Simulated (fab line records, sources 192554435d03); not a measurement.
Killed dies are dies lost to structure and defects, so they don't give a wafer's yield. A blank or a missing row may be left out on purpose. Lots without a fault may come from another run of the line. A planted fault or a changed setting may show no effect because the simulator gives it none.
Split-lot experiment | flow n5_finfet | 7 lots, 21 wafers read, on a route of 1938 steps

THE SPLIT
At N5_SD_EPI_N_ETCH_16 (etches SiO2 in CHF3/O2, target depth 5 nm), the setting target_depth_a was moved away from the recipe's 50 angstrom on 6 of the 21 wafers read, by -11.8% to +3.1%. The other wafers ran this setting at the recipe's value.

The reading is taken at the split's own step.

THE READING
etch.depth_nm (the simulator's own value, which no gauge read), in nm, at N5_SD_EPI_N_ETCH_16 (etches SiO2 in CHF3/O2, target depth 5 nm). The file gives no usual value for it. The 15 wafers here that ran the recipe average 4.939 nm, standard deviation 0.076 nm.

wafer  | tool, chamber at the split | target_depth_a as run, angstrom | against the recipe | etch.depth_nm, nm | against lot-mates on the recipe
L074.1 | rie_diel-05, 1             | 50                              | recipe             | 4.947             | -
L074.2 | rie_diel-05, 3             | 46.96                           | -6.1%              | 4.596             | -0.341
L074.5 | rie_diel-05, 3             | 50                              | recipe             | 4.927             | -
L078.1 | rie_diel-01, 2             | 50                              | recipe             | 4.991             | -
L078.3 | rie_diel-01, 3             | 50                              | recipe             | 4.949             | -
L078.4 | rie_diel-01, 3             | 50                              | recipe             | 4.945             | -
L079.1 | rie_diel-01, 2             | 47.84                           | -4.3%              | 4.785             | -0.182
L079.2 | rie_diel-01, 1             | 47.84                           | -4.3%              | 4.787             | -0.180
L079.6 | rie_diel-01, 3             | 50                              | recipe             | 4.967             | -
L080.4 | rie_diel-03, 3             | 51.55                           | +3.1%              | 5.24              | +0.365
L080.5 | rie_diel-03, 0             | 50                              | recipe             | 4.875             | -
L080.6 | rie_diel-03, 1             | 51.55                           | +3.1%              | 5.257             | +0.382
L084.2 | rie_diel-05, 0             | 50                              | recipe             | 5.044             | -
L084.3 | rie_diel-05, 3             | 50                              | recipe             | 4.875             | -
L084.4 | rie_diel-05, 2             | 50                              | recipe             | 4.872             | -
L089.2 | rie_diel-05, 1             | 50                              | recipe             | 4.829             | -
L089.3 | rie_diel-05, 0             | 50                              | recipe             | 5.026             | -
L089.4 | rie_diel-05, 3             | 50                              | recipe             | 4.881             | -
L091.1 | rie_diel-05, 1             | 50                              | recipe             | 4.85              | -
L091.2 | rie_diel-05, 0             | 50                              | recipe             | 5.107             | -
L091.6 | rie_diel-05, 3             | 44.09                           | -11.8%             | 4.376             | -0.603

THE FIT
A straight line over all 21 wafers: etch.depth_nm changes by +0.0534 nm for each +1% of target_depth_a; r = +0.91; the points scatter about the line by 0.084 nm.
The same after taking each lot's own level away (the mean of its wafers on the recipe; 21 wafers): +0.0587 nm for each +1%; r = +0.91; scatter 0.088 nm.
On that fit, the largest move of target_depth_a shifts the reading by 0.69 nm.
The lots' own levels span 4.8750 to 4.9785 nm, that is 1.4 times the standard deviation above.
So the lot-to-lot level changes the slope little: the two slopes agree.
Check: with one of the wafers moved furthest among these (-11.8%) left out of the fit, the line predicts -0.755 nm for it against its lot-mates. It came out at -0.603 nm against them.

OTHER SPLITS ON THESE WAFERS
These wafers also went through other splits before the reading. Each is held against what the fit with the lots' levels taken away leaves over:
other split on the same wafers                    | wafers away from the commonest value | r with etch.depth_nm (lot level and that fit taken away)
N5_ZERO_LAYER_COAT_05 spin_rpm                    | 6                                    | +0.07
N5_ZERO_LAYER_DEVELOP_10 develop_time_s           | 4                                    | -0.22
N5_PMOS_HMC_CHANNEL_EPI_COAT_03 spin_rpm          | 8                                    | +0.25
N5_PMOS_HMC_CHANNEL_EPI_DEVELOP_08 develop_time_s | 4                                    | +0.24
N5_DUMMY_GATE_COAT_28 spin_rpm                    | 7                                    | -0.06
N5_DUMMY_GATE_EXPOSE_12 dose_mj                   | 8                                    | +0.24

THE FILE'S OWN FIT
etch.depth_nm changes by +0.0544 nm for each +1% of target_depth_a, r = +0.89.
